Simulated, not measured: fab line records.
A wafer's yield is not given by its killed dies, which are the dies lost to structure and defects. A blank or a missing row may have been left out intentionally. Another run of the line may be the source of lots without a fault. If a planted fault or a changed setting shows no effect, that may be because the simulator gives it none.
Chamber matching ; flow n5_finfet ; 4 sister chambers for N5_BEOL_M1_VIA_ETCH_34 on rie_diel-03
The step etches the open film in C4F6/O2, target depth 67.8 nm, time 64.4 s. 14 wafers are shown with their chamber, then 7 later ones without.

== WAFERS, EACH WITH ITS CHAMBER ==
wafer;chamber;throttle_valve_pct (%);rf_vpp_V (V);showerhead_plenum_p_Torr (Torr)
L077.4;3;30.97;651;3.01
L077.5;2;30.56;657;2.87
L077.6;0;31.29;665;2.84
L078.2;2;30.54;657;2.87
L078.3;0;31.29;665;2.84
L078.6;0;31.31;665;2.84
L080.2;3;30.98;649;3.01
L080.4;2;30.55;656;2.87
L080.5;0;31.30;665;2.84
L083.4;3;31.00;651;3.00
L083.5;1;30.79;642;2.92
L083.6;2;30.55;656;2.87
L092.1;2;30.56;656;2.86
L092.4;1;30.81;642;2.91

SIGNATURES (averages over the wafers above)
reading;chamber 0;chamber 1;chamber 2;chamber 3;scatter within a chamber
throttle_valve_pct;31.2975;30.8000;30.5520;30.9833;0.0111
rf_vpp_V;665.00;642.00;656.40;650.33;0.622
showerhead_plenum_p_Torr;2.8400;2.9150;2.8680;3.0067;0.00443
Rule: a wafer's distance from a chamber is the root of the sum, over the readings, of the square of ((its reading less the chamber's mean) divided by the reading's scatter). The wafer belongs to the nearest chamber; if the next one is less than 2 further off, it can't be placed. The scatter: take each reading less its chamber's mean, square it, sum over the shown wafers, divide by the number of wafers less the number of chambers, and take the root.

== WAFERS WITHOUT THEIR CHAMBER ==
wafer;throttle_valve_pct (%);rf_vpp_V (V);showerhead_plenum_p_Torr (Torr)
L092.5;30.58;654;2.86
L097.2;30.80;642;2.91
L097.3;31.01;650;2.99
L097.5;30.81;642;2.91
L096.3;30.58;656;2.86
L096.4;31.01;649;2.99
L096.6;30.59;655;2.86

== WHICH CHAMBER EACH WENT THROUGH ==
wafer;from the rows above;in truth
L092.5;2;2
L097.2;1;1
L097.3;3;3
L097.5;1;1
L096.3;2;2
L096.4;3;3
L096.6;2;2
Correctly placed: 7 of 7. Can't be placed from these rows: 0. Wrongly placed: 0.
